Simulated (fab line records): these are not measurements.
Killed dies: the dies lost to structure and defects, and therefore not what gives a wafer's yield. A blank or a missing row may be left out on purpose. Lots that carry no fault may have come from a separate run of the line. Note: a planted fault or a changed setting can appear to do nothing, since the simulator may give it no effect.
Chamber matching -- flow n5_finfet -- 3 sister chambers for N5_BEOL_M0_SAQP_PECVD_00 on pecvd-01
The step deposits SiCN from 3MS/NH3, target thk 8 nm, time 14 s. 3 wafers are shown with their chamber, then 7 later ones without.

== EACH WAFER AND ITS CHAMBER ==
wafer,chamber,throttle_valve_pct (%)
L086.5,1,8.8
L088.1,0,8.8
L088.2,2,9.7

== WAFERS WITHOUT THEIR CHAMBER ==
wafer,throttle_valve_pct (%)
L088.5,8.4
L090.1,8.4
L090.4,8.6
L090.6,8.3
L091.1,8.6
L091.2,8.1
L091.4,8.3

== CHAMBER TAKEN BY EACH ==
wafer,from the rows above,in truth
L088.5,can't be placed: 0 or 1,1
L090.1,can't be placed: 0 or 1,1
L090.4,can't be placed: 0 or 1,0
L090.6,can't be placed: 0 or 1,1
L091.1,can't be placed: 0 or 1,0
L091.2,can't be placed: 0 or 1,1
L091.4,can't be placed: 0 or 1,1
Placed correctly: 0 of 7. Not placeable from these rows: 7 (in 7, the candidates include the true chamber). Placed wrongly: 0.
How it was worked out, from the rows above alone: a wafer's distance from a chamber is the root of the sum, over the readings, of the square of ((its reading less the chamber's mean) divided by the reading's scatter). The wafer belongs to the nearest chamber; if the next one is less than 2 further off, it can't be placed. For every chamber, the mean is computed from those of its wafers that are shown. The scatter: with one shown wafer a chamber, the root of the mean of the squares of how far each hidden wafer lies from its nearest shown one.
